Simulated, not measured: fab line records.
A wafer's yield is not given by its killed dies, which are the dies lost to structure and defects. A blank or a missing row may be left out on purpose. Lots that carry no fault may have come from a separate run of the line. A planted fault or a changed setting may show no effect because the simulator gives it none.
fab line records ; flow n5Finfet ; part 1 of 2: steps 1 to 24 of 36
record lots=5; wafers=15; lastDay=17
route steps=1938 shown WELL_APT@22 PMOS_HMC_CHANNEL_EPI@57
lots untouched by any fault: they come from a run of this same line in which no faults occurred
startH: hours from the record's opening day to when the first of the lot's shown wafers began ; waitH: hours from the lot's prior step to this one ; " same as the row above ; L1.1+2: a row that stands for several wafers ; - no value, or no start given ; * or withheld: withheld ; < > ~ a bound
route shown NAME@n: NAME is a module with steps in the file, n the number in the route of the first one ; usual: mean/standard deviation taken from wafers without a fault ; same: alike in all rows ; chamber/n: place in a boat ; sites: each site's reading ; _std_site: standard deviation across them ; _edge_site: inner sites' mean taken away from outer sites' mean ; radiusMm: for every site, how far away it sits from the centre of the wafer ; mask NAME#n: copy n ; behind: the most recent tool/chamber to have shaped the wafer ; hold: cause of the lot's hold/its duration in hours/its outcome ; device: the n, p or np transistor that did not switch ; end of line: the route-end tests of the same wafers ; a step without rows: its recipe alone ; killed: dies that structure and defects cost at the first sort, which is not the same as the wafer's yield ; map: shows each die of a wafer: x if killed, . if not, _ if none is there
set.NAME: the setting that was run; set.NAME@STEP: the one run at that earlier step ; model.NAME: the simulator's own value behind a step, which no gauge read
lots at selected steps of the route; one table per step, one row per wafer
services: the hour from which a tool's chamber was out of use, counted from the record's first day as startH (under 0 if before that day), plus the number of hours and why
## steps
# step N5_WELL_APT_EBR_04
# recipe solvent=PGMEA; ebrWidthMm=1.5
# usual exhaustPa=45.0/0.9; resistLineTempC=22.96/0.11
lot.wafer;tool;chamber;startH;waitH;exhaustPa;resistLineTempC
L077.1;lithoTrack-01;0;-;-;45.1;22.86
L077.2;lithoTrack-01;0;-;-;45.1;22.77
L077.4;lithoTrack-01;0;-;-;45.1;23.09
L083.2;lithoTrack-02;0;-;-;44.2;23.18
L083.4;lithoTrack-02;0;-;-;45.0;23.02
L083.6;lithoTrack-02;0;-;-;45.5;22.94
L084.1;lithoTrack-02;0;-;-;46.8;22.84
L084.2;lithoTrack-02;0;-;-;46.1;22.95
L084.3;lithoTrack-02;0;-;-;46.8;22.83
L088.3;lithoTrack-02;0;-;-;44.9;22.90
L088.5;lithoTrack-02;0;-;-;44.9;23.08
L088.6;lithoTrack-02;0;-;-;44.1;22.93
L092.4;lithoTrack-01;0;-;-;45.5;22.99
L092.5;lithoTrack-01;0;-;-;46.0;23.05
L092.6;lithoTrack-01;0;-;-;44.7;23.13
# step N5_WELL_APT_SOFTBAKE_03
# recipe tempC=130; timeS=60
# usual exhaustPa=44.9/0.95; resistLineTempC=23.02/0.1
lot.wafer;tool;chamber;startH;waitH;exhaustPa;resistLineTempC
L077.1;lithoTrack-01;0;-;-;45.2;23.04
L077.2;lithoTrack-01;0;-;-;45.0;23.19
L077.4;lithoTrack-01;0;-;-;46.1;23.02
L083.2;lithoTrack-02;0;-;-;44.6;23.03
L083.4;lithoTrack-02;0;-;-;46.8;22.96
L083.6;lithoTrack-02;0;-;-;46.8;23.00
L084.1;lithoTrack-02;0;-;-;45.8;23.00
L084.2;lithoTrack-02;0;-;-;41.8;22.97
L084.3;lithoTrack-02;0;-;-;43.2;23.16
L088.3;lithoTrack-02;0;-;-;45.3;23.06
L088.5;lithoTrack-02;0;-;-;44.3;23.08
L088.6;lithoTrack-02;0;-;-;45.5;22.96
L092.4;lithoTrack-01;0;-;-;44.6;22.97
L092.5;lithoTrack-01;0;-;-;46.1;23.06
L092.6;lithoTrack-01;0;-;-;46.0;22.97
# step N5_WELL_APT_EXPOSE_05
# recipe maskId=NWELL; na=0.8; sourceShape=conventional; sigmaOuter=0.8; polarization=unpolarized; defocusNm=0; targetCdNm=200; doseMj=20.3
lot.wafer;tool;chamber;startH;waitH;mask
L077.1+2+4;krfScanner-01;0;31.77;-;NWELL#0
L083.2+4+6;krfScanner-02;0;67.54;-;NWELL#0
L084.1+2+3;krfScanner-02;0;73.55;-;NWELL#0
L088.3+5+6;krfScanner-02;0;97.77;-;NWELL#0
L092.4+5+6;krfScanner-02;0;121.53;-;NWELL#0
# step N5_WELL_APT_PEB_06
# recipe pebTempC=130; pebTimeS=90
# usual exhaustPa=45.2/0.87; resistLineTempC=23.01/0.11
lot.wafer;tool;chamber;startH;waitH;exhaustPa;resistLineTempC
L077.1;lithoTrack-01;0;31.82;0.1;45.4;22.94
L077.2;lithoTrack-01;0;31.82;0.1;44.6;22.98
L077.4;lithoTrack-01;0;31.82;0.1;46.1;22.80
L083.2;lithoTrack-03;0;67.59;0.0;45.5;23.24
L083.4;lithoTrack-03;0;67.59;0.0;46.5;23.27
L083.6;lithoTrack-03;0;67.59;0.0;43.5;23.01
L084.1;lithoTrack-03;0;73.60;0.1;45.0;22.93
L084.2;lithoTrack-03;0;73.60;0.1;43.7;22.85
L084.3;lithoTrack-03;0;73.60;0.1;45.1;22.90
L088.3;lithoTrack-01;0;97.81;0.0;43.8;22.97
L088.5;lithoTrack-01;0;97.81;0.0;43.8;23.01
L088.6;lithoTrack-01;0;97.81;0.0;45.0;22.91
L092.4;lithoTrack-03;0;121.57;0.0;44.6;23.00
L092.5;lithoTrack-03;0;121.57;0.0;45.2;22.88
L092.6;lithoTrack-03;0;121.57;0.0;44.2;22.96
# step N5_WELL_APT_DEVELOP_07
# recipe developTimeS=45; rinseLiquid=surfactantRinse; dry=airSpin; devTempC=21
# usual exhaustPa=45.0/0.82; resistLineTempC=22.99/0.11
lot.wafer;tool;chamber;startH;waitH;exhaustPa;resistLineTempC
L077.1;lithoTrack-01;0;-;-;44.9;22.96
L077.2;lithoTrack-01;0;-;-;44.8;22.98
L077.4;lithoTrack-01;0;-;-;44.5;22.81
L083.2;lithoTrack-03;0;-;-;44.9;23.22
L083.4;lithoTrack-03;0;-;-;45.3;22.99
L083.6;lithoTrack-03;0;-;-;44.7;23.15
L084.1;lithoTrack-03;0;-;-;44.6;22.91
L084.2;lithoTrack-03;0;-;-;45.3;23.12
L084.3;lithoTrack-03;0;-;-;44.7;22.88
L088.3;lithoTrack-01;0;-;-;44.4;23.08
L088.5;lithoTrack-01;0;-;-;45.8;23.11
L088.6;lithoTrack-01;0;-;-;44.9;23.16
L092.4;lithoTrack-03;0;-;-;45.8;22.92
L092.5;lithoTrack-03;0;-;-;44.7;23.16
L092.6;lithoTrack-03;0;-;-;45.4;22.98
# step N5_WELL_APT_HARDBAKE_12
# recipe tempC=130; timeS=120
# usual exhaustPa=45.0/0.91; resistLineTempC=22.98/0.11
lot.wafer;tool;chamber;startH;waitH;exhaustPa;resistLineTempC
L077.1;lithoTrack-01;0;-;-;45.4;22.93
L077.2;lithoTrack-01;0;-;-;46.0;23.16
L077.4;lithoTrack-01;0;-;-;46.4;22.98
L083.2;lithoTrack-03;0;-;-;45.1;22.98
L083.4;lithoTrack-03;0;-;-;45.4;22.92
L083.6;lithoTrack-03;0;-;-;44.8;23.04
L084.1;lithoTrack-03;0;-;-;44.7;22.99
L084.2;lithoTrack-03;0;-;-;44.1;23.09
L084.3;lithoTrack-03;0;-;-;44.1;23.08
L088.3;lithoTrack-01;0;-;-;44.7;22.91
L088.5;lithoTrack-01;0;-;-;45.5;23.05
L088.6;lithoTrack-01;0;-;-;46.0;23.06
L092.4;lithoTrack-03;0;-;-;45.3;22.96
L092.5;lithoTrack-03;0;-;-;44.9;22.99
L092.6;lithoTrack-03;0;-;-;45.5;22.95
# step N5_WELL_APT_CD_MEAS_08
# recipe targetCdNm=200; landingEnergyEv=500; detector=seInlens
# usual cdNm=200.2/1.5
lot.wafer;tool;chamber;startH;waitH;cdNm
L077.1;cdSem-03;0;31.94;-;197.8
L077.2;cdSem-03;0;31.94;-;199.1
L077.4;cdSem-03;0;31.94;-;199.6
L083.2;cdSem-03;0;67.71;-;201.2
L083.4;cdSem-03;0;67.71;-;199.3
L083.6;cdSem-03;0;67.71;-;197.5
L084.1;cdSem-01;0;73.72;-;201.0
L084.2;cdSem-01;0;73.72;-;202.3
L084.3;cdSem-01;0;73.72;-;202.7
L088.3;cdSem-01;0;97.93;-;200.9
L088.5;cdSem-01;0;97.93;-;201.9
L088.6;cdSem-01;0;97.93;-;199.8
L092.4;cdSem-02;0;121.68;-;201.4
L092.5;cdSem-02;0;121.68;-;198.4
L092.6;cdSem-02;0;121.68;-;198.7
# step N5_WELL_APT_OVL_MEAS_09
# recipe pointsPerWafer=44
# usual NWELL_OVL=-2/5.7
lot.wafer;tool;chamber;startH;waitH;NWELL_OVL[nm]
L077.1;overlay-01;0;31.97;0.0;0
L077.2;overlay-01;0;31.97;0.0;3
L077.4;overlay-01;0;31.97;0.0;10
L083.2;overlay-02;0;67.74;0.0;-3
L083.4;overlay-02;0;67.74;0.0;-10
L083.6;overlay-02;0;67.74;0.0;-6
L084.1;overlay-01;0;73.75;0.0;-9
L084.2;overlay-01;0;73.75;0.0;-7
L084.3;overlay-01;0;73.75;0.0;-3
L088.3;overlay-01;0;97.96;0.0;-11
L088.5;overlay-01;0;97.96;0.0;-5
L088.6;overlay-01;0;97.96;0.0;-9
L092.4;overlay-02;0;121.71;0.0;0
L092.5;overlay-02;0;121.71;0.0;5
L092.6;overlay-02;0;121.71;0.0;2
# step N5_WELL_APT_INSPECT_10
# recipe mode=adi; inspectInstrument=macro
# usual rawDefectCount=1.9/1.3
lot.wafer;tool;chamber;startH;waitH;rawDefectCount
L077.1;defectInspect-01;-;31.99;0.0;0
L077.2;defectInspect-01;-;31.99;0.0;3
L077.4;defectInspect-01;-;31.99;0.0;1
L083.2;defectInspect-01;-;67.76;0.0;2
L083.4;defectInspect-01;-;67.76;0.0;1
L083.6;defectInspect-01;-;67.76;0.0;2
L084.1;defectInspect-02;-;73.77;0.0;1
L084.2;defectInspect-02;-;73.77;0.0;2
L084.3;defectInspect-02;-;73.77;0.0;4
L088.3;defectInspect-02;-;97.98;0.0;1
L088.5;defectInspect-02;-;97.98;0.0;3
L088.6;defectInspect-02;-;97.98;0.0;3
L092.4;defectInspect-02;-;121.74;0.0;3
L092.5;defectInspect-02;-;121.74;0.0;0
L092.6;defectInspect-02;-;121.74;0.0;5
# step N5_WELL_APT_DESCUM_13
# recipe chemistry=O2; timeS=7.9; sourcePowerW=50; biasPowerW=20; pressureMtorr=20; rfFrequencyHz=2.712e+07; tempC=40; o2FlowSccm=225
# usual biasPowerW=20.00/0.056; drypumpMotorCurrentA=5.7/0.38; oesProductAu=0.77/0.097; rfVppV=243.0/1.6; showerheadPlenumPTorr=2.08/0.094; throttleValvePct=20.60/0.19
lot.wafer;tool;chamber;startH;waitH;biasPowerW;drypumpMotorCurrentA;oesProductAu;rfHoursCounterH;rfVppV;showerheadPlenumPTorr;throttleValvePct
L077.1;rieDiel-03;3;32.03;0.0;20.05;5.5;0.72;184;244.6;2.19;20.57
L077.2;rieDiel-03;2;32.03;0.0;20.04;5.6;0.76;121;243.2;2.11;20.38
L077.4;rieDiel-03;1;32.03;0.0;19.95;5.8;0.70;198;243.3;2.16;20.41
L083.2;rieDiel-04;2;67.80;0.0;20.02;5.9;1.01;0;242.2;2.05;20.28
L083.4;rieDiel-04;1;67.80;0.0;20.07;6.0;0.67;-;243.2;2.07;20.50
L083.6;rieDiel-04;2;67.80;0.0;19.98;6.0;1.01;-;242.9;2.05;20.27
L084.1;rieDiel-03;2;73.81;0.0;20.01;5.6;0.75;135;244.4;2.11;20.40
L084.2;rieDiel-03;3;73.81;0.0;19.94;5.5;0.70;198;242.6;2.18;20.59
L084.3;rieDiel-03;0;73.81;0.0;20.00;5.7;0.77;125;240.4;1.92;20.49
L088.3;rieDiel-04;2;98.02;0.0;19.95;5.9;0.93;12;242.7;2.04;20.29
L088.5;rieDiel-04;1;98.02;0.0;20.02;6.0;0.66;-;242.0;2.07;20.50
L088.6;rieDiel-04;0;98.02;0.0;19.94;6.2;0.96;-;246.3;2.22;20.52
L092.4;rieDiel-04;1;121.87;0.1;20.07;6.0;0.66;-;242.6;2.06;20.51
L092.5;rieDiel-04;3;121.87;0.1;20.05;6.4;0.71;-;243.3;2.07;20.92
L092.6;rieDiel-04;2;121.87;0.1;20.00;6.0;0.91;-;241.4;2.04;20.30
# step N5_WELL_APT_IMPLANT_14
# recipe species=P; energyKev=160; doseCm2=1.5e+13; tiltDeg=0; rotationDeg=0
lot.wafer;tool;chamber;startH;waitH
L077.1+2+4;implanter-02;0;32.13;0.1
L083.2+4+6;implanter-02;0;67.92;0.1
L084.1+2+3;implanter-01;0;73.91;0.1
L088.3+5+6;implanter-01;0;98.17;0.1
L092.4+5+6;implanter-02;0;122.03;0.1
# step N5_WELL_APT_IMPLANT_15
# recipe species=As; energyKev=25; doseCm2=1.5e+13; tiltDeg=0; rotationDeg=0
lot.wafer;tool;chamber;startH;waitH
L077.1+2+4;implanter-02;0;32.31;0.1
L083.2+4+6;implanter-02;0;68.10;0.1
L084.1+2+3;implanter-01;0;74.09;0.1
L088.3+5+6;implanter-01;0;98.35;0.1
L092.4+5+6;implanter-02;0;122.21;0.1
# step N5_WELL_APT_STRIP_16
# recipe chemistry=SPM; timeS=900; tempC=130; h2so4H2o2VolRatio=4; dry=ipaMarangoni
lot.wafer;tool;chamber;startH;waitH
L077.1+2+4;wetBench-06;5,7,6;32.51;0.2
L083.2+4+6;wetBench-06;1,3,2;68.28;0.1
L084.1+2+3;wetBench-06;7,0,1;74.29;0.2
L088.3+5+6;wetBench-03;2,7,0;98.50;0.1
L092.4+5+6;wetBench-03;1,0,2;122.33;0.1
# step N5_WELL_APT_HMDS_18
# recipe timeS=60; tempC=120
# usual exhaustPa=44.8/0.82; resistLineTempC=23.00/0.088
lot.wafer;tool;chamber;startH;waitH;exhaustPa;resistLineTempC
L077.1;lithoTrack-03;0;32.81;0.0;45.0;23.03
L077.2;lithoTrack-03;0;32.81;0.0;45.9;22.90
L077.4;lithoTrack-03;0;32.81;0.0;45.2;23.01
L083.2;lithoTrack-02;0;68.56;0.0;43.2;23.02
L083.4;lithoTrack-02;0;68.56;0.0;44.2;23.11
L083.6;lithoTrack-02;0;68.56;0.0;44.1;23.02
L084.1;lithoTrack-02;0;74.57;0.0;46.8;22.85
L084.2;lithoTrack-02;0;74.57;0.0;45.6;23.00
L084.3;lithoTrack-02;0;74.57;0.0;46.4;22.98
L088.3;lithoTrack-02;0;98.78;0.0;44.2;23.08
L088.5;lithoTrack-02;0;98.78;0.0;43.3;22.90
L088.6;lithoTrack-02;0;98.78;0.0;44.2;23.10
L092.4;lithoTrack-02;0;122.60;0.0;45.5;23.00
L092.5;lithoTrack-02;0;122.60;0.0;44.7;22.97
L092.6;lithoTrack-02;0;122.60;0.0;44.9;22.81
# step N5_WELL_APT_COAT_19
# recipe spinRpm=1357; resistThkNm=950
# usual exhaustPa=44.7/0.76; resistLineTempC=22.99/0.12; spinSpeedRpm=1357.1/0.79
lot.wafer;tool;chamber;startH;waitH;exhaustPa;resistLineTempC;spinSpeedRpm
L077.1;lithoTrack-03;0;-;-;44.5;23.08;1357.1
L077.2;lithoTrack-03;0;-;-;45.5;23.32;1356.5
L077.4;lithoTrack-03;0;-;-;44.8;23.22;1356.6
L083.2;lithoTrack-02;0;-;-;43.7;23.00;1357.3
L083.4;lithoTrack-02;0;-;-;45.4;23.08;1358.3
L083.6;lithoTrack-02;0;-;-;44.4;23.12;1356.9
L084.1;lithoTrack-02;0;-;-;44.7;23.00;1355.4
L084.2;lithoTrack-02;0;-;-;44.5;23.09;1356.6
L084.3;lithoTrack-02;0;-;-;44.1;23.11;1355.1
L088.3;lithoTrack-02;0;-;-;45.3;22.89;1357.9
L088.5;lithoTrack-02;0;-;-;44.0;22.98;1358.0
L088.6;lithoTrack-02;0;-;-;45.2;22.86;1358.0
L092.4;lithoTrack-02;0;-;-;44.3;22.94;1357.0
L092.5;lithoTrack-02;0;-;-;44.6;23.16;1357.7
L092.6;lithoTrack-02;0;-;-;45.9;23.10;1356.4
# step N5_WELL_APT_EBR_21
# recipe solvent=PGMEA; ebrWidthMm=1.5
# usual exhaustPa=45.1/0.88; resistLineTempC=22.98/0.13
lot.wafer;tool;chamber;startH;waitH;exhaustPa;resistLineTempC
L077.1;lithoTrack-03;0;-;-;43.8;22.93
L077.2;lithoTrack-03;0;-;-;45.3;22.86
L077.4;lithoTrack-03;0;-;-;43.7;22.86
L083.2;lithoTrack-02;0;-;-;46.4;22.93
L083.4;lithoTrack-02;0;-;-;45.3;22.92
L083.6;lithoTrack-02;0;-;-;44.6;22.91
L084.1;lithoTrack-02;0;-;-;43.2;22.82
L084.2;lithoTrack-02;0;-;-;43.4;23.09
L084.3;lithoTrack-02;0;-;-;44.3;23.09
L088.3;lithoTrack-02;0;-;-;43.9;23.29
L088.5;lithoTrack-02;0;-;-;44.5;23.20
L088.6;lithoTrack-02;0;-;-;44.7;23.21
L092.4;lithoTrack-02;0;-;-;45.6;23.05
L092.5;lithoTrack-02;0;-;-;44.7;23.29
L092.6;lithoTrack-02;0;-;-;44.9;23.08
# step N5_WELL_APT_SOFTBAKE_20
# recipe tempC=130; timeS=60
# usual exhaustPa=45.2/0.87; resistLineTempC=22.99/0.11
lot.wafer;tool;chamber;startH;waitH;exhaustPa;resistLineTempC
L077.1;lithoTrack-03;0;-;-;45.1;23.13
L077.2;lithoTrack-03;0;-;-;45.8;22.99
L077.4;lithoTrack-03;0;-;-;44.2;23.09
L083.2;lithoTrack-02;0;-;-;44.8;23.02
L083.4;lithoTrack-02;0;-;-;44.6;23.20
L083.6;lithoTrack-02;0;-;-;45.2;22.94
L084.1;lithoTrack-02;0;-;-;47.1;22.88
L084.2;lithoTrack-02;0;-;-;45.9;22.91
L084.3;lithoTrack-02;0;-;-;46.6;23.04
L088.3;lithoTrack-02;0;-;-;44.4;23.15
L088.5;lithoTrack-02;0;-;-;44.4;23.19
L088.6;lithoTrack-02;0;-;-;43.3;23.07
L092.4;lithoTrack-02;0;-;-;44.8;22.82
L092.5;lithoTrack-02;0;-;-;43.7;22.92
L092.6;lithoTrack-02;0;-;-;44.0;22.97
# step N5_WELL_APT_EXPOSE_22
# recipe maskId=PWELL; na=0.8; sourceShape=conventional; sigmaOuter=0.8; polarization=unpolarized; defocusNm=0; targetCdNm=200; doseMj=23.2
lot.wafer;tool;chamber;startH;waitH;mask
L077.1+2+4;krfScanner-01;0;33.03;-;PWELL#0
L083.2+4+6;krfScanner-02;0;68.79;-;PWELL#0
L084.1+2+3;krfScanner-01;0;74.80;-;PWELL#0
L088.3+5+6;krfScanner-02;0;99.01;-;PWELL#0
L092.4+5+6;krfScanner-01;0;122.84;-;PWELL#0
# step N5_WELL_APT_PEB_23
# recipe pebTempC=130; pebTimeS=90
# usual exhaustPa=45.1/0.77; resistLineTempC=23.02/0.098
lot.wafer;tool;chamber;startH;waitH;exhaustPa;resistLineTempC
L077.1;lithoTrack-03;0;33.09;0.1;45.2;23.13
L077.2;lithoTrack-03;0;33.09;0.1;45.4;22.95
L077.4;lithoTrack-03;0;33.09;0.1;46.3;22.96
L083.2;lithoTrack-01;0;68.84;0.0;44.1;22.99
L083.4;lithoTrack-01;0;68.84;0.0;45.1;22.87
L083.6;lithoTrack-01;0;68.84;0.0;43.2;22.88
L084.1;lithoTrack-03;0;74.86;0.1;45.3;23.11
L084.2;lithoTrack-03;0;74.86;0.1;45.2;23.15
L084.3;lithoTrack-03;0;74.86;0.1;45.4;23.30
L088.3;lithoTrack-02;0;99.06;0.0;44.8;22.91
L088.5;lithoTrack-02;0;99.06;0.0;46.2;22.89
L088.6;lithoTrack-02;0;99.06;0.0;44.8;23.10
L092.4;lithoTrack-03;0;122.88;0.0;45.8;23.12
L092.5;lithoTrack-03;0;122.88;0.0;46.4;23.00
L092.6;lithoTrack-03;0;122.88;0.0;46.2;22.97
# step N5_WELL_APT_DEVELOP_24
# recipe developTimeS=45; rinseLiquid=surfactantRinse; dry=airSpin; devTempC=21
# usual exhaustPa=45.1/0.83; resistLineTempC=23.02/0.096
lot.wafer;tool;chamber;startH;waitH;exhaustPa;resistLineTempC
L077.1;lithoTrack-03;0;-;-;48.2;22.94
L077.2;lithoTrack-03;0;-;-;45.7;23.08
L077.4;lithoTrack-03;0;-;-;45.8;22.90
L083.2;lithoTrack-01;0;-;-;44.4;22.90
L083.4;lithoTrack-01;0;-;-;44.3;22.92
L083.6;lithoTrack-01;0;-;-;45.0;22.95
L084.1;lithoTrack-03;0;-;-;44.9;23.11
L084.2;lithoTrack-03;0;-;-;45.6;22.96
L084.3;lithoTrack-03;0;-;-;42.8;23.07
L088.3;lithoTrack-02;0;-;-;44.9;23.08
L088.5;lithoTrack-02;0;-;-;44.4;23.22
L088.6;lithoTrack-02;0;-;-;43.7;23.09
L092.4;lithoTrack-03;0;-;-;45.9;23.16
L092.5;lithoTrack-03;0;-;-;45.9;22.92
L092.6;lithoTrack-03;0;-;-;45.3;22.99
# step N5_WELL_APT_HARDBAKE_29
# recipe tempC=130; timeS=120
# usual exhaustPa=45.1/0.89; resistLineTempC=22.99/0.11
lot.wafer;tool;chamber;startH;waitH;exhaustPa;resistLineTempC
L077.1;lithoTrack-03;0;-;-;46.4;23.07
L077.2;lithoTrack-03;0;-;-;46.0;22.98
L077.4;lithoTrack-03;0;-;-;46.4;23.07
L083.2;lithoTrack-01;0;-;-;44.5;22.82
L083.4;lithoTrack-01;0;-;-;45.5;23.02
L083.6;lithoTrack-01;0;-;-;44.6;22.97
L084.1;lithoTrack-03;0;-;-;46.0;22.86
L084.2;lithoTrack-03;0;-;-;45.1;22.87
L084.3;lithoTrack-03;0;-;-;44.4;22.78
L088.3;lithoTrack-02;0;-;-;45.3;22.86
L088.5;lithoTrack-02;0;-;-;46.0;22.86
L088.6;lithoTrack-02;0;-;-;44.6;22.77
L092.4;lithoTrack-03;0;-;-;44.1;23.10
L092.5;lithoTrack-03;0;-;-;45.1;23.13
L092.6;lithoTrack-03;0;-;-;44.0;23.06
# step N5_WELL_APT_CD_MEAS_25
# recipe targetCdNm=200; landingEnergyEv=500; detector=seInlens
# usual cdNm=199.1/1.7
lot.wafer;tool;chamber;startH;waitH;cdNm
L077.1;cdSem-03;0;33.21;-;201.6
L077.2;cdSem-03;0;33.21;-;198.1
L077.4;cdSem-03;0;33.21;-;202.3
L083.2;cdSem-03;0;68.95;-;201.3
L083.4;cdSem-03;0;68.95;-;199.0
L083.6;cdSem-03;0;68.95;-;200.4
L084.1;cdSem-02;0;74.97;-;200.5
L084.2;cdSem-02;0;74.97;-;199.3
L084.3;cdSem-02;0;74.97;-;195.9
L088.3;cdSem-01;0;99.18;-;199.2
L088.5;cdSem-01;0;99.18;-;196.7
L088.6;cdSem-01;0;99.18;-;198.0
L092.4;cdSem-02;0;123.00;-;194.8
L092.5;cdSem-02;0;123.00;-;196.4
L092.6;cdSem-02;0;123.00;-;198.1
# step N5_WELL_APT_OVL_MEAS_26
# recipe pointsPerWafer=44
# usual PWELL_OVL=-3/5.7
lot.wafer;tool;chamber;startH;waitH;PWELL_OVL[nm]
L077.1;overlay-01;0;33.25;0.0;-1
L077.2;overlay-01;0;33.25;0.0;12
L077.4;overlay-01;0;33.25;0.0;10
L083.2;overlay-01;0;68.98;0.0;-8
L083.4;overlay-01;0;68.98;0.0;-7
L083.6;overlay-01;0;68.98;0.0;-2
L084.1;overlay-02;0;75.00;0.0;-8
L084.2;overlay-02;0;75.00;0.0;-10
L084.3;overlay-02;0;75.00;0.0;-6
L088.3;overlay-02;0;99.20;0.0;-8
L088.5;overlay-02;0;99.20;0.0;-3
L088.6;overlay-02;0;99.20;0.0;-1
L092.4;overlay-01;0;123.03;0.0;8
L092.5;overlay-01;0;123.03;0.0;-5
L092.6;overlay-01;0;123.03;0.0;6
# step N5_WELL_APT_INSPECT_27
# recipe mode=adi; inspectInstrument=macro
# usual rawDefectCount=2.0/1.4
lot.wafer;tool;chamber;startH;waitH;rawDefectCount
L077.1;defectInspect-02;-;33.27;0.0;1
L077.2;defectInspect-02;-;33.27;0.0;3
L077.4;defectInspect-02;-;33.27;0.0;1
L083.2;defectInspect-01;-;69.01;0.0;5
L083.4;defectInspect-01;-;69.01;0.0;3
L083.6;defectInspect-01;-;69.01;0.0;2
L084.1;defectInspect-01;-;75.03;0.0;2
L084.2;defectInspect-01;-;75.03;0.0;3
L084.3;defectInspect-01;-;75.03;0.0;3
L088.3;defectInspect-02;-;99.23;0.0;0
L088.5;defectInspect-02;-;99.23;0.0;1
L088.6;defectInspect-02;-;99.23;0.0;0
L092.4;defectInspect-01;-;123.05;0.0;3
L092.5;defectInspect-01;-;123.05;0.0;3
L092.6;defectInspect-01;-;123.05;0.0;2
